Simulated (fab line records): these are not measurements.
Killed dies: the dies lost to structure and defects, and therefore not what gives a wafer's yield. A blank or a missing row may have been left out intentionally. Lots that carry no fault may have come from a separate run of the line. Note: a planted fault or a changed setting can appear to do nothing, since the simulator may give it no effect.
fab line records | flow n5-finfet
record lots=10 | wafers=30 | last-day=18
route steps=1938 shown BEOL_M1@751 BEOL_M4@1111 PASSIVATION@1936
lots that met no fault: taken from a fault-free run of the same line
start-h: the number of hours between the record's first day and the start of the first shown wafer of the lot | wait-h: time in hours since the lot's previous step | " identical to the entry in the row above | L1.1+2: one row covering several wafers at once | - no value present, or no start provided | * or withheld: withheld | < > ~ a bound
route shown NAME@n: names a module that has steps shown in the file, with the first one's number in the route | usual: average and standard deviation across the fault-free wafers | same: alike in all rows | chamber/n: place in a boat | sites: readings site by site | _std_site: how widely they spread, as a standard deviation | _edge_site: outer sites' mean less inner sites' | radius-mm: for every site, how far away it sits from the centre of the wafer | mask NAME#n: copy n | behind: the tool/chamber that last shaped the wafer | hold: why the lot went on hold/how many hours it stayed there/how the hold came to an end | device: which transistor (n, p or np) failed to switch | end of line: at the end of the route, the tests of the same wafers | a step without rows: its recipe alone | killed: not the wafer's yield, but the dies lost to structure and defects at the first sort | map: per-die view of a wafer (x killed, . not killed, _ where there is no die)
set.NAME: the setting as run; set.NAME@STEP: as run at that earlier step | model.NAME: the simulator's own value behind a step, which no gauge read
one table for each step of the route and one row for each wafer, over a sample of lots
services: when a tool's chamber went out of use (start-h, in hours from the record's first day, below 0 if earlier), for how many hours, and the reason
## steps
# step N5_BEOL_M1_ILD_DEP_00
# recipe material=SiOC | target-thk-a=790 | temp-c=350 | precursor=DEMS/O2 | pressure-torr=5 | rf-w=500 | time-s=15.3
# usual chamber-pressure-Torr=5.000/0.011 | heater-power-w=543/68 | showerhead-plenum-p-Torr=5.700/0.015 | throttle-valve-pct=11.6/0.57
lot.wafer | tool     | chamber | start-h | wait-h | chamber-pressure-Torr | heater-power-w | showerhead-plenum-p-Torr | throttle-valve-pct
L587.2    | pecvd-02 | 1       | 129.14  | 0.0    | 4.993                 | 554            | 5.697                    | 12.1
L587.4    | "        | 2       | "       | "      | 5.016                 | 504            | 5.695                    | 10.9
L587.6    | "        | 0       | "       | "      | 4.991                 | 584            | 5.712                    | 11.6
L588.2    | pecvd-02 | 0       | 135.01  | 0.0    | 5.002                 | 584            | 5.691                    | 11.8
L588.3    | "        | 2       | "       | "      | 4.997                 | 539            | 5.694                    | 10.8
L588.5    | "        | 0       | "       | "      | 4.979                 | 588            | 5.701                    | 11.4
L589.1    | pecvd-01 | 1       | 139.44  | 0.0    | 4.996                 | 583            | 5.696                    | 12.4
L589.2    | "        | 2       | "       | "      | 4.986                 | 511            | 5.672                    | 11.6
L589.5    | "        | 0       | "       | "      | 5.003                 | 557            | 5.711                    | 11.6
L591.3    | pecvd-02 | 0       | 157.89  | 0.0    | 5.020                 | 521            | 5.677                    | 11.7
L591.4    | "        | 0       | "       | "      | 5.013                 | 513            | 5.705                    | 11.6
L591.5    | "        | 1       | "       | "      | 4.998                 | 544            | 5.687                    | 12.4
L592.2    | pecvd-01 | 1       | 177.66  | 0.0    | 4.984                 | 482            | 5.700                    | 12.2
L592.5    | "        | 2       | "       | "      | 5.000                 | 580            | 5.681                    | 12.0
L592.6    | "        | 1       | "       | "      | 4.987                 | 499            | 5.712                    | 12.5
L595.1    | pecvd-03 | 1       | 177.86  | 0.0    | 4.983                 | 456            | 5.699                    | 12.3
L595.3    | "        | 0       | "       | "      | 5.009                 | 420            | 5.714                    | 11.2
L595.4    | "        | 2       | "       | "      | 4.993                 | 576            | 5.721                    | 11.0
L597.1    | pecvd-02 | 0       | 184.43  | 0.0    | 5.008                 | 563            | 5.709                    | 11.8
L597.2    | "        | 2       | "       | "      | 4.991                 | 546            | 5.708                    | 10.4
L597.6    | "        | 1       | "       | "      | 5.009                 | 544            | 5.679                    | 12.1
L596.2    | pecvd-03 | 2       | 184.73  | 0.0    | 5.007                 | 707            | 5.717                    | 11.1
L596.4    | "        | 2       | "       | "      | 4.984                 | 695            | 5.710                    | 11.3
L596.6    | "        | 1       | "       | "      | 5.000                 | 467            | 5.667                    | 12.4
L599.3    | pecvd-01 | 0       | 191.96  | 0.1    | 4.989                 | 587            | 5.727                    | 11.4
L599.4    | "        | 1       | "       | "      | 5.010                 | 509            | 5.691                    | 12.5
L599.5    | "        | 1       | "       | "      | 5.017                 | 503            | 5.708                    | 12.4
L607.2    | pecvd-01 | 1       | 258.90  | 0.0    | 4.991                 | 520            | 5.701                    | 12.6
L607.3    | "        | 2       | "       | "      | 5.015                 | 593            | 5.667                    | 11.0
L607.4    | "        | 1       | "       | "      | 5.002                 | 523            | 5.700                    | 12.2
# step N5_BEOL_M1_EXPOSE_08
# recipe mask-id=M1 | na=0.33 | source-shape=dipole | sigma-inner=0.369 | sigma-outer=0.767 | polarization=unpolarized | dose-mj=33
# usual exposure-dose-mJ-cm2=32.97/0.041
# same na=0.33
lot.wafer | tool           | chamber | start-h | wait-h | mask | exposure-dose-mJ-cm2
L587.2    | euv-scanner-02 | 0       | 130.35  | -      | M1#0 | 33.02
L587.4    | "              | 0       | "       | "      | M1#0 | 32.96
L587.6    | "              | 0       | "       | "      | M1#0 | 33.01
L588.2    | euv-scanner-01 | 0       | 138.91  | -      | M1#0 | 32.96
L588.3    | "              | 0       | "       | "      | M1#0 | 32.97
L588.5    | "              | 0       | "       | "      | M1#0 | 33.01
L589.1    | euv-scanner-01 | 0       | 140.05  | -      | M1#0 | 33.03
L589.2    | "              | 0       | "       | "      | M1#0 | 33.06
L589.5    | "              | 0       | "       | "      | M1#0 | 32.99
L591.3    | euv-scanner-01 | 0       | 158.71  | -      | M1#0 | 32.96
L591.4    | "              | 0       | "       | "      | M1#0 | 32.97
L591.5    | "              | 0       | "       | "      | M1#0 | 32.96
L592.2    | euv-scanner-01 | 0       | 181.48  | -      | M1#0 | 31.88
L592.5    | "              | 0       | "       | "      | M1#0 | 31.91
L592.6    | "              | 0       | "       | "      | M1#0 | 31.86
L595.1    | euv-scanner-01 | 0       | 181.52  | -      | M1#0 | 31.91
L595.3    | "              | 0       | "       | "      | M1#0 | 31.83
L595.4    | "              | 0       | "       | "      | M1#0 | 31.88
L597.1    | euv-scanner-01 | 0       | 186.16  | -      | M1#0 | 32.22
L597.2    | "              | 0       | "       | "      | M1#0 | 32.22
L597.6    | "              | 0       | "       | "      | M1#0 | 32.26
L596.2    | euv-scanner-01 | 0       | 186.36  | -      | M1#0 | 32.32
L596.4    | "              | 0       | "       | "      | M1#0 | 32.39
L596.6    | "              | 0       | "       | "      | M1#0 | 32.35
L599.3    | euv-scanner-02 | 0       | 192.56  | -      | M1#0 | 33.00
L599.4    | "              | 0       | "       | "      | M1#0 | 33.04
L599.5    | "              | 0       | "       | "      | M1#0 | 33.02
L607.2    | euv-scanner-02 | 0       | 262.55  | -      | M1#0 | 33.00
L607.3    | "              | 0       | "       | "      | M1#0 | 33.00
L607.4    | "              | 0       | "       | "      | M1#0 | 33.03
# step N5_BEOL_M1_DESCUM_16
# recipe chemistry=O2 | time-s=7 | source-power-w=50 | bias-power-w=20 | pressure-mtorr=20 | rf-frequency-hz=2.712e+07 | temp-c=40 | resist=CAR-EUV | o2-flow-sccm=225
# usual drypump-motor-current-A=5.6/0.32 | oes-product-au=0.77/0.093 | rf-vpp-V=243.2/1.3 | showerhead-plenum-p-Torr=2.11/0.06 | throttle-valve-pct=20.40/0.24
lot.wafer | tool        | chamber | start-h | wait-h | drypump-motor-current-A | oes-product-au | rf-hours-counter-h | rf-vpp-V | showerhead-plenum-p-Torr | throttle-valve-pct
L587.2    | rie-diel-05 | 2       | 130.59  | 0.0    | 5.9                     | 0.73           | 200                | 245.2    | 2.08                     | 20.43
L587.4    | "           | 0       | "       | "      | 5.4                     | 0.94           | 8                  | 244.9    | 2.24                     | 20.37
L587.6    | "           | 1       | "       | "      | 5.2                     | 0.76           | -                  | 244.7    | 2.11                     | 20.21
L588.2    | rie-diel-05 | 0       | 139.15  | 0.0    | 5.4                     | 0.94           | 12                 | 244.5    | 2.24                     | 20.38
L588.3    | "           | 2       | "       | "      | 5.9                     | 0.73           | 203                | 242.3    | 2.08                     | 20.43
L588.5    | "           | 0       | "       | "      | 5.4                     | 0.93           | -                  | 244.3    | 2.24                     | 20.38
L589.1    | rie-diel-01 | 3       | 140.30  | 0.0    | 5.6                     | 0.73           | 131                | 239.6    | 2.01                     | 20.28
L589.2    | "           | 1       | "       | "      | 5.5                     | 0.74           | 164                | 243.4    | 2.09                     | 20.38
L589.5    | "           | 2       | "       | "      | 5.4                     | 0.69           | -                  | 242.5    | 2.07                     | 20.90
L591.3    | rie-diel-01 | 2       | 158.95  | 0.0    | 5.4                     | 0.68           | 236                | 242.1    | 2.07                     | 20.88
L591.4    | "           | 0       | "       | "      | 5.3                     | 0.84           | 57                 | 243.2    | 2.12                     | 20.34
L591.5    | "           | 0       | "       | "      | 5.3                     | 0.85           | -                  | 242.2    | 2.12                     | 20.35
L592.2    | rie-diel-04 | 0       | 181.75  | 0.1    | 5.6                     | 0.70           | 245                | 243.8    | 2.15                     | 20.56
L592.5    | "           | 3       | "       | "      | 5.9                     | 0.69           | -                  | 244.7    | 2.13                     | 20.51
L592.6    | "           | 0       | "       | "      | 5.7                     | 0.70           | -                  | 245.0    | 2.15                     | 20.54
L595.1    | rie-diel-05 | 3       | 181.79  | 0.1    | 5.6                     | 0.67           | 214                | 242.7    | 2.08                     | 20.56
L595.3    | "           | 1       | "       | "      | 5.2                     | 0.75           | 143                | 241.9    | 2.11                     | 20.23
L595.4    | "           | 0       | "       | "      | 5.4                     | 0.90           | 22                 | 244.7    | 2.24                     | 20.38
L597.1    | rie-diel-05 | 2       | 186.41  | 0.0    | 5.9                     | 0.71           | 214                | 243.0    | 2.08                     | 20.45
L597.2    | "           | 3       | "       | "      | 5.6                     | 0.68           | 215                | 242.2    | 2.08                     | 20.56
L597.6    | "           | 0       | "       | "      | 5.4                     | 0.91           | -                  | 246.5    | 2.24                     | 20.39
L596.2    | rie-diel-01 | 3       | 186.60  | 0.0    | 5.6                     | 0.74           | 142                | 242.9    | 2.01                     | 20.28
L596.4    | "           | 0       | "       | "      | 5.3                     | 0.83           | 63                 | 245.1    | 2.12                     | 20.35
L596.6    | "           | 2       | "       | "      | 5.3                     | 0.69           | -                  | 241.5    | 2.06                     | 20.92
L599.3    | rie-diel-01 | 3       | 192.80  | 0.0    | 5.7                     | 0.73           | 144                | 242.5    | 2.01                     | 20.30
L599.4    | "           | 0       | "       | "      | 5.3                     | 0.82           | 65                 | 246.4    | 2.12                     | 20.35
L599.5    | "           | 2       | "       | "      | 5.4                     | 0.68           | -                  | 244.0    | 2.06                     | 20.92
L607.2    | rie-diel-05 | 0       | 262.94  | 0.2    | 5.4                     | 0.85           | 47                 | 246.2    | 2.23                     | 20.43
L607.3    | "           | 1       | "       | "      | 5.2                     | 0.72           | 169                | 244.3    | 2.10                     | 20.27
L607.4    | "           | 3       | "       | "      | 5.6                     | 0.66           | 235                | 241.6    | 2.07                     | 20.59
# step N5_BEOL_M1_ETCH_63
# recipe chemistry=CF4 | target=SiARC | target-depth-a=156 | mask-material=CAR-EUV | time-s=26 | ion-energy-ev=80 | pressure-mtorr=40 | source-w=545 | bias-w=36 | Ar_flow_sccm=100 | cf4-flow-sccm=100 | ends=cleared
# usual bias-w=36.00/0.11 | cf4-flow-sccm=99.97/0.27 | drypump-motor-current-A=5.6/0.32 | etch-rf-on-time-s=26.0/0.64 | oes-product-au=0.66/0.082 | rf-vpp-V=184.3/1.1 | showerhead-plenum-p-Torr=2.15/0.066 | throttle-valve-pct=15.58/0.27
lot.wafer | tool        | chamber | start-h | wait-h | bias-w | cf4-flow-sccm | drypump-motor-current-A | etch-rf-on-time-s | oes-product-au | rf-hours-counter-h | rf-vpp-V | showerhead-plenum-p-Torr | throttle-valve-pct
L587.2    | rie-diel-05 | 2       | 130.65  | 0.0    | 35.97  | 99.69         | 5.9                     | 26.5              | 0.61           | 200                | 184.5    | 2.13                     | 15.65
L587.4    | "           | 0       | "       | "      | 36.04  | 100.25        | 5.4                     | 25.8              | 0.81           | 8                  | 185.9    | 2.29                     | 15.47
L587.6    | "           | 1       | "       | "      | 35.99  | 100.38        | 5.2                     | 25.7              | 0.66           | -                  | 183.8    | 2.15                     | 15.33
L588.2    | rie-diel-05 | 0       | 139.20  | 0.0    | 36.04  | 99.60         | 5.4                     | 25.5              | 0.80           | 12                 | 185.3    | 2.29                     | 15.48
L588.3    | "           | 2       | "       | "      | 35.97  | 99.93         | 5.9                     | 26.2              | 0.62           | 203                | 183.3    | 2.12                     | 15.66
L588.5    | "           | 0       | "       | "      | 35.95  | 100.38        | 5.4                     | 25.5              | 0.81           | -                  | 185.4    | 2.29                     | 15.48
L589.1    | rie-diel-01 | 3       | 140.35  | 0.0    | 36.13  | 99.88         | 5.7                     | 25.6              | 0.64           | 131                | 183.7    | 2.05                     | 15.41
L589.2    | "           | 1       | "       | "      | 36.09  | 100.16        | 5.5                     | 25.4              | 0.65           | 164                | 184.2    | 2.14                     | 15.59
L589.5    | "           | 2       | "       | "      | 36.03  | 99.84         | 5.4                     | 26.6              | 0.59           | -                  | 184.1    | 2.12                     | 16.07
L591.3    | rie-diel-01 | 2       | 159.00  | 0.0    | 36.02  | 99.95         | 5.4                     | 26.8              | 0.58           | 236                | 182.2    | 2.11                     | 16.07
L591.4    | "           | 0       | "       | "      | 35.86  | 99.93         | 5.3                     | 25.2              | 0.73           | 57                 | 185.6    | 2.17                     | 15.51
L591.5    | "           | 0       | "       | "      | 35.97  | 100.08        | 5.3                     | 25.2              | 0.72           | -                  | 183.7    | 2.17                     | 15.51
L592.2    | rie-diel-04 | 0       | 181.80  | 0.0    | 35.81  | 100.34        | 5.6                     | 26.2              | 0.60           | 245                | 186.3    | 2.20                     | 15.81
L592.5    | "           | 3       | "       | "      | 36.03  | 99.81         | 5.9                     | 26.6              | 0.58           | -                  | 184.9    | 2.20                     | 15.90
L592.6    | "           | 0       | "       | "      | 35.91  | 99.91         | 5.7                     | 26.2              | 0.60           | -                  | 185.9    | 2.20                     | 15.81
L595.1    | rie-diel-05 | 3       | 181.84  | 0.0    | 35.92  | 99.92         | 5.6                     | 27.0              | 0.57           | 214                | 184.0    | 2.13                     | 15.76
L595.3    | "           | 1       | "       | "      | 35.94  | 100.29        | 5.2                     | 25.7              | 0.65           | 143                | 185.1    | 2.14                     | 15.34
L595.4    | "           | 0       | "       | "      | 36.15  | 99.95         | 5.4                     | 26.0              | 0.78           | 22                 | 186.5    | 2.29                     | 15.50
L597.1    | rie-diel-05 | 2       | 186.46  | 0.0    | 36.05  | 99.91         | 5.9                     | 26.3              | 0.61           | 214                | 184.6    | 2.12                     | 15.66
L597.2    | "           | 3       | "       | "      | 35.84  | 99.99         | 5.6                     | 27.5              | 0.57           | 215                | 183.0    | 2.13                     | 15.74
L597.6    | "           | 0       | "       | "      | 36.19  | 99.58         | 5.4                     | 26.2              | 0.77           | -                  | 184.8    | 2.29                     | 15.50
L596.2    | rie-diel-01 | 3       | 186.65  | 0.0    | 35.81  | 99.85         | 5.7                     | 26.1              | 0.63           | 142                | 182.0    | 2.05                     | 15.43
L596.4    | "           | 0       | "       | "      | 35.84  | 100.08        | 5.3                     | 25.2              | 0.72           | 63                 | 185.7    | 2.17                     | 15.52
L596.6    | "           | 2       | "       | "      | 35.87  | 99.50         | 5.4                     | 26.9              | 0.58           | -                  | 183.1    | 2.11                     | 16.10
L599.3    | rie-diel-01 | 3       | 192.85  | 0.0    | 35.93  | 100.01        | 5.7                     | 26.2              | 0.63           | 144                | 182.8    | 2.05                     | 15.42
L599.4    | "           | 0       | "       | "      | 36.12  | 99.99         | 5.3                     | 25.1              | 0.72           | 65                 | 184.0    | 2.17                     | 15.54
L599.5    | "           | 2       | "       | "      | 35.92  | 99.48         | 5.4                     | 26.7              | 0.58           | -                  | 182.6    | 2.11                     | 16.07
L607.2    | rie-diel-05 | 0       | 262.99  | 0.0    | 36.20  | 99.84         | 5.4                     | 25.8              | 0.74           | 47                 | 186.8    | 2.28                     | 15.56
L607.3    | "           | 1       | "       | "      | 36.08  | 99.27         | 5.2                     | 25.9              | 0.63           | 169                | 184.3    | 2.13                     | 15.42
L607.4    | "           | 3       | "       | "      | 36.01  | 99.58         | 5.6                     | 27.4              | 0.56           | 235                | 183.9    | 2.12                     | 15.81
# step N5_BEOL_M4_RC_MEAS_101
# usual DIBL_N=36.0/1.9 | DIBL_P=36.0/2.1 | IOFF_N=0.155/0.029 | IOFF_P=0.20/0.032 | ION_N=672/11 | ION_P=461/6.9 | SS_N=71.5/0.58 | SS_P=73.2/0.64 | VT_N=250.4/2.9 | VT_P=-251.0/2.8
lot.wafer | tool      | chamber | start-h | wait-h | DIBL_N[mV/V] | DIBL_P[mV/V] | IOFF_N[nA/um] | IOFF_P[nA/um] | ION_N[uA/um] | ION_P[uA/um] | SS_N[mV/dec] | SS_P[mV/dec] | VT_N[mV] | VT_P[mV]
L587.2    | prober-02 | 0       | 185.41  | 0.2    | 36.5         | 35.3         | 0.129         | 0.19          | 654          | 452          | 71.4         | 73.9         | 254.5    | -251.4
L587.4    | "         | 0       | "       | "      | 34.5         | 33.6         | 0.114         | 0.18          | 672          | 470          | 71.0         | 72.9         | 254.6    | -251.4
L587.6    | "         | 0       | "       | "      | 34.4         | 33.3         | 0.112         | 0.17          | 666          | 462          | 70.8         | 72.3         | 254.9    | -253.8
L589.1    | prober-02 | 0       | 187.11  | 0.0    | 38.1         | 39.4         | 0.192         | 0.26          | 696          | 475          | 71.6         | 74.1         | 247.3    | -244.9
L589.2    | "         | 0       | "       | "      | 39.6         | 40.4         | 0.218         | 0.27          | 682          | 466          | 72.0         | 73.4         | 244.8    | -248.1
L589.5    | "         | 0       | "       | "      | 39.5         | 39.7         | 0.213         | 0.27          | 705          | 478          | 71.0         | 73.7         | 247.4    | -247.3
L588.2    | prober-01 | 0       | 187.22  | 0.2    | 34.9         | 34.6         | 0.145         | 0.22          | 661          | 457          | 71.4         | 72.4         | 249.4    | -248.6
L588.3    | "         | 0       | "       | "      | 35.2         | 35.3         | 0.160         | 0.22          | 670          | 462          | 71.6         | 73.1         | 245.6    | -248.3
L588.5    | "         | 0       | "       | "      | 36.4         | 35.9         | 0.168         | 0.22          | 669          | 460          | 72.3         | 72.6         | 247.4    | -250.0
L591.3    | prober-02 | 0       | 214.62  | 0.3    | 40.6         | 39.6         | 0.218         | 0.27          | 676          | 465          | 72.8         | 74.5         | 248.8    | -248.0
L591.4    | "         | 0       | "       | "      | 39.2         | 39.2         | 0.194         | 0.25          | 686          | 466          | 72.2         | 74.2         | 246.9    | -246.9
L591.5    | "         | 0       | "       | "      | 41.7         | 41.4         | 0.236         | 0.30          | 678          | 467          | 72.6         | 74.4         | 246.5    | -246.9
L592.2    | prober-01 | 0       | 221.08  | 0.2    | 34.8         | 33.1         | 0.127         | 0.15          | 676          | 453          | 70.1         | 72.5         | 249.6    | -256.0
L592.5    | "         | 0       | "       | "      | 37.0         | 35.7         | 0.158         | 0.19          | 684          | 462          | 71.7         | 73.2         | 250.7    | -252.9
L592.6    | "         | 0       | "       | "      | 38.5         | 36.5         | 0.182         | 0.20          | 675          | 454          | 71.5         | 73.5         | 249.8    | -251.3
L597.1    | prober-01 | 0       | 237.95  | 0.0    | 35.5         | 34.8         | 0.148         | 0.20          | 677          | 465          | 71.8         | 72.5         | 250.3    | -251.6
L597.2    | "         | 0       | "       | "      | 37.3         | 36.5         | 0.174         | 0.22          | 681          | 468          | 71.6         | 73.5         | 250.7    | -251.2
L597.6    | "         | 0       | "       | "      | 35.1         | 34.4         | 0.130         | 0.19          | 656          | 456          | 71.6         | 72.4         | 255.0    | -252.9
L595.1    | prober-01 | 0       | 240.97  | 0.0    | 36.0         | 37.2         | 0.153         | 0.21          | 688          | 469          | 70.9         | 74.1         | 249.2    | -248.9
L595.3    | "         | 0       | "       | "      | 35.7         | 36.8         | 0.155         | 0.22          | 672          | 467          | 71.1         | 73.8         | 250.3    | -250.4
L595.4    | "         | 0       | "       | "      | 34.6         | 35.8         | 0.135         | 0.20          | 665          | 466          | 71.5         | 73.6         | 251.7    | -249.1
L596.2    | prober-02 | 0       | 244.82  | 0.2    | 35.4         | 35.7         | 0.168         | 0.22          | 680          | 467          | 71.2         | 73.4         | 249.3    | -249.5
L596.4    | "         | 0       | "       | "      | 34.5         | 34.6         | 0.149         | 0.21          | 678          | 467          | 71.3         | 72.5         | 247.9    | -250.5
L596.6    | "         | 0       | "       | "      | 34.1         | 34.0         | 0.137         | 0.19          | 672          | 458          | 71.2         | 72.7         | 250.8    | -249.1
L599.3    | prober-01 | 0       | 246.81  | 0.3    | 35.9         | 36.1         | 0.174         | 0.21          | 683          | 463          | 71.9         | 73.4         | 245.5    | -251.0
L599.4    | "         | 0       | "       | "      | 34.2         | 34.0         | 0.141         | 0.17          | 652          | 451          | 71.5         | 73.0         | 252.5    | -252.2
L599.5    | "         | 0       | "       | "      | 37.2         | 36.8         | 0.195         | 0.22          | 689          | 462          | 72.0         | 74.3         | 247.2    | -251.3
L607.2    | prober-02 | 0       | 312.04  | 0.2    | 33.6         | 33.1         | 0.130         | 0.18          | 675          | 467          | 71.5         | 72.1         | 250.5    | -250.3
L607.3    | "         | 0       | "       | "      | 32.7         | 32.2         | 0.124         | 0.17          | 673          | 464          | 70.7         | 72.4         | 255.6    | -251.7
L607.4    | "         | 0       | "       | "      | 34.6         | 33.9         | 0.132         | 0.19          | 656          | 457          | 70.9         | 72.7         | 253.0    | -251.1
# step N5_PASSIVATION_PROBE_49
# usual defect-limited-yield=91.0/1.5 | killed_at_M0_to_M3=33/9.4 | killed_at_M4_up=14/4.8 | killed-at-contacts=13/7.3 | killed-at-front-end=43/13 | killed-at-other=3.6/2.9 | killed-dies=106/18 | killed-open=69/13 | killed-short=35/8.2 | sort_bin_5_function=5.3/1 | sort_bin_6_memory=3.3/0.68 | sort_bin_8_speed=0.01/0.027 | sort-n-pass=1074/18 | sort-yield-pct=91.0/1.5
# same gross-dies=1180 | killed-at-back-side=0 | sort_bin_4_leakage[%]=0
lot.wafer | tool      | chamber | start-h | wait-h | defect-limited-yield[%] | killed_at_M0_to_M3 | killed_at_M4_up | killed-at-contacts | killed-at-front-end | killed-at-other | killed-dies | killed-open | killed-short | sort_bin_5_function[%] | sort_bin_6_memory[%] | sort_bin_8_speed[%] | sort-n-pass | sort-yield-pct[%]
L597.1    | prober-02 | -       | 345.08  | 0.0    | 90.3                    | 45                 | 21              | 13                 | 31                  | 5               | 115         | 66          | 42           | 5.3                    | 4.2                  | 0.08                | 1065        | 90.3
L597.2    | prober-02 | -       | 345.13  | 0.1    | 90.9                    | 45                 | 14              | 8                  | 37                  | 3               | 107         | 53          | 37           | 4.3                    | 3.6                  | 0                   | 1073        | 90.9
L597.6    | prober-02 | -       | 345.33  | 0.3    | 91.3                    | 40                 | 13              | 8                  | 41                  | 1               | 103         | 59          | 36           | 4.9                    | 3.5                  | 0                   | 1077        | 91.3
L596.2    | prober-02 | -       | 356.60  | 0.1    | 90.5                    | 31                 | 17              | 22                 | 40                  | 2               | 112         | 79          | 27           | 6.0                    | 3.1                  | 0                   | 1068        | 90.5
L596.4    | prober-02 | -       | 356.70  | 0.2    | 93.2                    | 24                 | 15              | 4                  | 35                  | 2               | 80          | 61          | 13           | 4.3                    | 2.1                  | 0                   | 1100        | 93.2
L596.6    | prober-02 | -       | 356.80  | 0.3    | 90.3                    | 45                 | 13              | 14                 | 40                  | 2               | 114         | 78          | 28           | 5.4                    | 3.9                  | 0                   | 1066        | 90.3
# killed by level:class
L597.1 BEOL_M0_SAQP:geometric-particle:short=11 MOL_CONTACT_COAG:geometric-particle:open=10 BEOL_M2:geometric-particle:open=9 FIN_SAQP:geometric-particle:short=7 STI_FIN_REVEAL:geometric-particle:open=7 FIN_SAQP:geometric-particle:open=6 BEOL_M6:geometric-particle:open=5 BEOL_M1:area-expose=5
L597.2 BEOL_M0_SAQP:geometric-particle:open=14 BEOL_M0_SAQP:geometric-particle:short=13 HKMG_FIN:area-etch=9 MOL_CONTACT_COAG:geometric-particle:open=7 BEOL_M1:area-expose=7 FIN_SAQP:geometric-particle:open=6 BEOL_M4:geometric-particle:open=6 STARTING-WAFER:geometric-particle:short=6
L597.6 FIN_SAQP:geometric-particle:open=9 BEOL_M0_SAQP:geometric-particle:open=9 BEOL_M1:area-expose=7 MOL_CONTACT_COAG:geometric-particle:open=6 FIN_SAQP:geometric-particle:short=5 BEOL_M1:geometric-particle:open=5 BEOL_M2:geometric-particle:open=5 BEOL_M5:geometric-particle:short=5
L596.2 MOL_CONTACT_COAG:geometric-particle:open=18 FIN_SAQP:geometric-particle:open=17 BEOL_M0_SAQP:geometric-particle:open=7 BEOL_M2:geometric-particle:open=7 DUMMY_GATE:geometric-particle:open=5 BEOL_M0_SAQP:geometric-particle:short=5 BEOL_M1:geometric-particle:open=5 BEOL_M4:geometric-particle:open=5
L596.4 FIN_SAQP:geometric-particle:open=7 BEOL_M3:geometric-particle:open=7 BEOL_M2:geometric-particle:open=6 BEOL_M4:geometric-particle:open=6 STI_FIN_REVEAL:geometric-particle:open=5 DUMMY_GATE:geometric-particle:open=4 ILD0:geometric-particle:open=4 GATE_CUT:geometric-particle:short=3
L596.6 BEOL_M2:geometric-particle:open=13 MOL_CONTACT_COAG:geometric-particle:open=11 FIN_SAQP:geometric-particle:open=9 BEOL_M0_SAQP:geometric-particle:open=9 DUMMY_GATE:geometric-particle:open=7 BEOL_M1:area-expose=7 ILD0:geometric-particle:open=5 BEOL_M0_SAQP:geometric-particle:short=5
## services
tool           | chamber | start-h | hours | kind
euv-scanner-02 | -       | 109.29  | 1.0   | pm
euv-scanner-01 | -       | 120.38  | 1.0   | pm
pecvd-03       | -       | 136.71  | 1.1   | repair
rie-diel-05    | 1       | 141.67  | 9.0   | repair
pecvd-02       | 2       | 145.61  | 5.1   | repair
pecvd-03       | -       | 145.76  | 1.0   | repair
euv-scanner-02 | -       | 165.44  | 1.0   | pm
euv-scanner-01 | -       | 176.56  | 1.0   | pm
pecvd-01       | 2       | 190.23  | 2.3   | repair
rie-diel-05    | 3       | 190.29  | 7.9   | repair
euv-scanner-02 | -       | 193.10  | 4.6   | pm
rie-diel-01    | 1       | 194.00  | 11.3  | repair
rie-diel-01    | 0       | 197.51  | 3.7   | repair
pecvd-02       | -       | 214.93  | 1.0   | repair
euv-scanner-02 | -       | 221.59  | 1.0   | pm
rie-diel-01    | 3       | 226.04  | 5.8   | repair
euv-scanner-02 | -       | 232.00  | 5.8   | pm
euv-scanner-01 | 0       | 235.32  | -     | calibration
rie-diel-01    | 2       | 236.17  | 32.3  | repair
rie-diel-01    | -       | 236.82  | 0.8   | repair
euv-scanner-01 | -       | 237.83  | 1.0   | pm
rie-diel-04    | 1       | 253.83  | 13.9  | repair
pecvd-01       | -       | 255.43  | 0.8   | repair
euv-scanner-02 | -       | 257.08  | 0.2   | repair
## key
first-sign step=N5_BEOL_M1_EXPOSE_08 | reading=exposure-dose-mJ-cm2 | direction=down | sigmas=22 | usual=32.97 | struck=32.09
effect none on later readings
met-at N5_BEOL_M1_EXPOSE_08
struck-lots L592,L595,L596,L597
rows-end L592.2,L592.5,L592.6,L595.1,L595.3,L595.4
loop-trim step=N5_BEOL_M1_EXPOSE_08 | setting=dose | lots=L596,L597
not-acting-at N5_BEOL_M1_ILD_DEP_00,N5_BEOL_M1_DESCUM_16,N5_BEOL_M1_ETCH_63
fault kind=process-parameter-drift | tool=euv-scanner-01 | chamber=- | onset-h=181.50 | steps=N5_BEOL_M1_EXPOSE_08 | channel=dose-mj | offset=-1.079 | shape=step | acts-in=these-recipes-only | stated=33
# rows-end: these wafers met a further fault down the route, and their rows from its step on are left out
# loop-trim: a control loop set the setting to another value than it would have without faults
